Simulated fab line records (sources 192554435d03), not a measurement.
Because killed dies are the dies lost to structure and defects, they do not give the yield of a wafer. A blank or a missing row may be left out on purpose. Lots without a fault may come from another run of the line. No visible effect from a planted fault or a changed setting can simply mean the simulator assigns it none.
Matching of chambers -- flow n5-finfet -- rie-diel-01 running N5_BEOL_M6_VIA_ETCH_34: 4 sister chambers
The step etches SiCOH lowk in C4F6/O2, target depth 126.3 nm, time 50.9 s. 14 wafers are shown with their chamber, then 7 later ones without.

## WAFERS, EACH WITH ITS CHAMBER
wafer,chamber,showerhead-plenum-p-Torr (Torr),drypump-motor-current-A (A),rf-vpp-V (V)
L074.1,3,2.60,5.1,660
L074.4,0,2.73,6.2,645
L074.6,2,2.93,5.4,681
L077.4,3,2.60,5.1,659
L077.5,2,2.93,5.4,681
L077.6,3,2.60,5.2,659
L083.2,2,2.92,5.4,679
L083.3,1,2.76,6.4,649
L083.6,1,2.76,6.5,649
L087.1,3,2.59,5.1,660
L087.2,1,2.76,6.4,647
L087.5,0,2.72,6.2,642
L086.2,1,2.76,6.4,649
L086.4,0,2.72,6.2,644

SIGNATURES (averages over the wafers above)
reading,chamber 0,chamber 1,chamber 2,chamber 3,scatter within a chamber
showerhead-plenum-p-Torr,2.7233,2.7600,2.9267,2.5975,0.00456
drypump-motor-current-A,6.200,6.425,5.400,5.125,0.0387
rf-vpp-V,643.67,648.50,680.33,659.50,1.06
Rule: a wafer lies at a distance from a chamber equal to the root of the sum of squares, over the readings, of (its reading less the chamber's mean, divided by the reading's scatter). The wafer belongs to the nearest chamber; if the next one is less than 2 further off, it can't be placed. The scatter: the root of (the sum of the squares of (reading less its chamber's mean) over the shown wafers, divided by (wafers less chambers)).

## WAFERS WHOSE CHAMBER IS MISSING
wafer,showerhead-plenum-p-Torr (Torr),drypump-motor-current-A (A),rf-vpp-V (V)
L086.5,2.76,6.4,648
L076.3,2.71,6.2,644
L076.4,2.59,5.1,659
L076.6,2.71,6.2,646
L090.2,2.76,6.5,648
L090.4,2.76,6.5,647
L090.6,2.59,5.1,659

## THE CHAMBER EACH PASSED THROUGH
wafer,from the rows above,in truth
L086.5,1,1
L076.3,0,0
L076.4,3,3
L076.6,0,0
L090.2,1,1
L090.4,1,1
L090.6,3,3
7 of 7 placed correctly. Number that these rows cannot place: 0. Number placed wrongly: 0.
